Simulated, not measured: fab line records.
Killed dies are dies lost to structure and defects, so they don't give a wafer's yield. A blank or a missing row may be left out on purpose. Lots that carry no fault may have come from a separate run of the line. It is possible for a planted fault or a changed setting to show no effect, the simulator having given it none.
Matching of chambers -- flow nandHarc -- NHARC_P_M0_DEP_00 on pecvd-03: 3 sister chambers
The step deposits SiOC, target thk 150 nm. 18 wafers are shown with their chamber, then 9 later ones without.

WAFERS PAIRED WITH THEIR CHAMBERS
wafer,chamber,rfFwdPowerW (W)
L671.2,1,601.1
L671.3,0,598.2
L671.5,0,599.1
L672.1,2,600.1
L672.4,0,599.2
L672.6,1,602.2
L674.2,2,599.9
L674.3,0,599.8
L674.4,1,596.5
L676.1,1,600.1
L676.2,0,599.1
L676.4,2,598.6
L679.1,2,598.7
L679.4,2,596.4
L679.5,0,598.6
L680.2,2,599.3
L680.3,1,600.4
L680.5,2,598.3

SIGNATURES, as means of the wafers listed above
reading,chamber 0,chamber 1,chamber 2,scatter within a chamber
rfFwdPowerW,599.000,600.060,598.757,1.39
Rule: for a wafer and a chamber, the distance is found by dividing, reading by reading, the gap between the wafer's reading and the chamber's mean by the reading's scatter, squaring, summing and taking the root. The wafer belongs to the nearest chamber; if the next one is less than 2 further off, it can't be placed. How the scatter is found: for the shown wafers, subtract from each reading the mean of its chamber, square and add these, divide the total by (wafers less chambers), then take the root.

WAFERS WITH NO CHAMBER GIVEN
wafer,rfFwdPowerW (W)
L686.1,600.9
L686.4,599.5
L686.5,596.4
L687.2,600.8
L687.4,597.6
L687.5,597.9
L694.3,601.1
L694.5,596.0
L694.6,602.1

EACH ONE'S CHAMBER
wafer,from the rows above,in truth
L686.1,can't be placed: 1 or 0 or 2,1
L686.4,can't be placed: 0 or 1 or 2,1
L686.5,can't be placed: 2 or 0 or 1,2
L687.2,can't be placed: 1 or 0 or 2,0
L687.4,can't be placed: 2 or 0 or 1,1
L687.5,can't be placed: 2 or 0 or 1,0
L694.3,can't be placed: 1 or 0 or 2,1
L694.5,can't be placed: 2 or 0 or 1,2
L694.6,can't be placed: 1 or 0 or 2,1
Placed correctly: 0 of 9. These rows do not allow placing 9 (true chamber among the candidates in 9). Wrongly placed: 0.
